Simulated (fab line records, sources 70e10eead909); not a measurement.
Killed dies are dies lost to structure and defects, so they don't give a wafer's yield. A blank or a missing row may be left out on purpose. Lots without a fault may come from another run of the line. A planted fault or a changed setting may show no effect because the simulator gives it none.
A struck lot beside a sound one | flow nand_harc | 15 steps out of a route of 1159
Sound: wafers L581.1, L581.5, L581.6. Struck: wafers L586.2, L586.4. (L586.6 of the same lot was not struck and is left out.) The cause comes at the end.
At each step with rows: each side's tool, then ch and its chambers, then its first start. Under that, the readings that differ: sound wafers | struck wafers | difference of the means | sigmas: that difference in standard deviations of wafers without a fault.
alike: readings whose means differ by less than 2 such deviations, and words and numbers that are the same on both sides. not compared: withheld readings, readings that some wafer has no value for, bounds like >300 that may hide the same value, and numbers for which the record gives no deviation and whose values overlap.
The two part at a step that has a row with sigmas, a row that says differs or no value, or rows on one side only. Numbers that don't overlap but have no deviation are shown without sigmas and don't part them. A reading that every wafer of one side lacks parts them only if that side has two wafers or more.

first, 4 steps without rows for these wafers: NHARC_A_M1_EBR_05; NHARC_A_M1_EXPOSE_06 (exposes mask A M1, target cd 120 nm); NHARC_A_M1_PEB_07 (peb time 65 s); NHARC_A_M1_DEVELOP_08 (develop time 35 s).
NHARC_A_M1_CD_MEAS_09: target cd 120 nm.
  sound on cd_sem-01 ch 0, day 18 12:26; struck on cd_sem-03 ch 0, day 19 07:56
  alike: cd_nm
NHARC_A_M1_OVL_MEAS_10: pitch 240 nm.
  sound on overlay-01, day 18 12:31; struck on overlay-02, day 19 08:01
  reading           | sound       | struck  | difference | sigmas
  overlay_y_nm (nm) | 2.2 2.3 2.3 | 0.1 0.2 | -2.1       | -2
  alike: overlay_x_nm
NHARC_A_M1_INSPECT_11:
  sound on defect_inspect-02, day 18 12:34; struck on defect_inspect-02, day 19 08:04
  alike: raw_defect_count
NHARC_A_M1_DESCUM_14: chemistry O2, time 3 s.
  sound on rie_diel-03 ch 0,3, day 18 12:37; struck on rie_diel-11 ch 0,1, day 19 08:07
  alike: drypump_motor_current_A, o2_flow_sccm, oes_product_au, rf_vpp_V, showerhead_plenum_p_Torr, throttle_valve_pct
  not compared: rf_hours_counter_h
NHARC_A_M1_ETCH_35: etches the open film in N2/H2, target depth 40 nm, overetch 12 nm, time 43.94 s.
  sound on rie_diel-03 ch 0,2,3, day 18 12:43; struck on rie_diel-11 ch 2,3, day 19 08:13
  reading               | sound             | struck      | difference | sigmas
  oes_product_au (a.u.) | 1.024 1.014 0.999 | 0.986 0.988 | -0.025     | -3
  alike: bias_w, drypump_motor_current_A, rf_vpp_V, run_length_s, showerhead_plenum_p_Torr, throttle_valve_pct
  not compared: rf_hours_counter_h
NHARC_A_M1_ETCH_15: etches the open film in C4F8/Ar, target depth 182.5 nm, time 91.2 s.
  sound on rie_diel-03 ch 0,3; struck on rie_diel-11 ch 2,3
  alike: bias_w, oes_product_au, rf_vpp_V, run_length_s
  not compared: rf_hours_counter_h
NHARC_A_M1_CD_MEAS_16:
  sound on cd_sem-02, day 18 12:55; struck on cd_sem-01, day 19 08:26
  alike: cd_nm
NHARC_A_M1_STRIP_18: strips in N2/H2.
  sound on rie_diel-03 ch 0,2,3, day 18 13:04; struck on rie_diel-05 ch 2,3, day 19 08:32
  alike: drypump_motor_current_A, oes_product_au, rf_vpp_V, showerhead_plenum_p_Torr, throttle_valve_pct
  not compared: rf_hours_counter_h
NHARC_A_M1_ETCH_28: etches the open film in CF4/N2, target depth 30 nm, time 72.99 s.
  sound on rie_diel-03 ch 0,1,3, day 18 13:16; struck on rie_diel-05 ch 1,2, day 19 08:45
  reading          | sound              | struck    | difference                    | sigmas
  bias_w (W)       | 100.10 99.55 99.78 | - -       | no value on the struck wafers |
  run_length_s (s) | 94.8 95.0 94.8     | 75.3 75.9 | -19.3                         | -48
  alike: drypump_motor_current_A, oes_product_au, rf_vpp_V, showerhead_plenum_p_Torr, throttle_valve_pct
  not compared: rf_hours_counter_h
then, 2 steps without rows for these wafers: NHARC_A_M1_STRIP_19 (strips in post etch residue remover, time 600 s); NHARC_END_SORT_01.

WHERE THEY PART
First at NHARC_A_M1_OVL_MEAS_10; last, within this record, at NHARC_A_M1_ETCH_28.

WHY: what the simulator had put in
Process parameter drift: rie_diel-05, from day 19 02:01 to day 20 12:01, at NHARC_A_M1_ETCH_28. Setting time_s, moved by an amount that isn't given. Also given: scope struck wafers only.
